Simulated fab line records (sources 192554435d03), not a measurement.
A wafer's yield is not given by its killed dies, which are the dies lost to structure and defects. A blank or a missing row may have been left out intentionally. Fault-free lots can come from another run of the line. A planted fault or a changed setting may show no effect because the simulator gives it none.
Chamber matching | flow n5Finfet | rieDiel-02 running N5_HKMG_FIN_ETCH_67: 4 sister chambers
The step etches SOC in N2/H2, stops on TiN, target depth 388.9 nm. 24 wafers are shown with their chamber, then 12 later ones without.

== WAFERS WITH THEIR CHAMBER ==
wafer  | chamber | drypumpMotorCurrentA (A) | showerheadPlenumPTorr (Torr) | throttleValvePct (%)
L074.4 | 1       | 5.6                      | 2.60                         | 17.42
L074.5 | 1       | 5.6                      | 2.60                         | 17.42
L074.6 | 0       | 5.8                      | 2.62                         | 17.49
L076.1 | 1       | 5.6                      | 2.59                         | 17.42
L076.3 | 0       | 5.8                      | 2.62                         | 17.48
L076.4 | 1       | 5.6                      | 2.59                         | 17.43
L078.1 | 1       | 5.6                      | 2.59                         | 17.44
L078.2 | 0       | 5.8                      | 2.62                         | 17.50
L078.4 | 2       | 5.7                      | 2.71                         | 17.67
L081.2 | 0       | 5.8                      | 2.62                         | 17.52
L081.3 | 2       | 5.8                      | 2.70                         | 17.69
L081.5 | 0       | 5.8                      | 2.62                         | 17.53
L083.1 | 1       | 5.6                      | 2.58                         | 17.44
L083.2 | 0       | 5.8                      | 2.61                         | 17.52
L083.5 | 1       | 5.6                      | 2.58                         | 17.46
L086.1 | 1       | 5.6                      | 2.58                         | 17.47
L086.3 | 0       | 5.8                      | 2.61                         | 17.54
L086.4 | 2       | 5.7                      | 2.70                         | 17.73
L087.3 | 3       | 4.7                      | 2.46                         | 17.75
L087.4 | 2       | 5.8                      | 2.70                         | 17.72
L087.6 | 0       | 5.8                      | 2.61                         | 17.53
L089.4 | 0       | 5.8                      | 2.61                         | 17.55
L089.5 | 0       | 5.8                      | 2.61                         | 17.54
L089.6 | 1       | 5.6                      | 2.58                         | 17.47

SIGNATURES, as means of the wafers listed above
reading               | chamber 0 | chamber 1 | chamber 2 | chamber 3 | scatter within a chamber
drypumpMotorCurrentA  | 5.800     | 5.600     | 5.750     | 4.700     | 0.0224
showerheadPlenumPTorr | 2.6150    | 2.5878    | 2.7025    | 2.4600    | 0.00664
throttleValvePct      | 17.5200   | 17.4411   | 17.7025   | 17.7500   | 0.023
Rule: for a wafer and a chamber, the distance is found by dividing, reading by reading, the gap between the wafer's reading and the chamber's mean by the reading's scatter, squaring, summing and taking the root. The wafer belongs to the nearest chamber; if the next one is less than 2 further off, it can't be placed. How the scatter is found: for the shown wafers, subtract from each reading the mean of its chamber, square and add these, divide the total by (wafers less chambers), then take the root.

== WAFERS WITH NO CHAMBER GIVEN ==
wafer  | drypumpMotorCurrentA (A) | showerheadPlenumPTorr (Torr) | throttleValvePct (%)
L094.1 | 5.7                      | 2.69                         | 17.75
L094.2 | 5.6                      | 2.58                         | 17.50
L094.6 | 5.8                      | 2.60                         | 17.58
L095.1 | 5.8                      | 2.60                         | 17.56
L095.5 | 5.8                      | 2.60                         | 17.57
L095.6 | 4.7                      | 2.45                         | 17.78
L096.1 | 5.8                      | 2.69                         | 17.75
L096.2 | 5.6                      | 2.57                         | 17.50
L096.6 | 5.7                      | 2.69                         | 17.74
L097.1 | 5.8                      | 2.69                         | 17.76
L097.3 | 5.8                      | 2.60                         | 17.57
L097.5 | 5.6                      | 2.57                         | 17.49

== CHAMBER TAKEN BY EACH ==
wafer  | from the rows above | in truth
L094.1 | 2                   | 2
L094.2 | 1                   | 1
L094.6 | 0                   | 0
L095.1 | 0                   | 0
L095.5 | 0                   | 0
L095.6 | 3                   | 3
L096.1 | 2                   | 2
L096.2 | 1                   | 1
L096.6 | 2                   | 2
L097.1 | 2                   | 2
L097.3 | 0                   | 0
L097.5 | 1                   | 1
Placed correctly: 12 of 12. Left unplaced by these rows: 0. Number placed wrongly: 0.
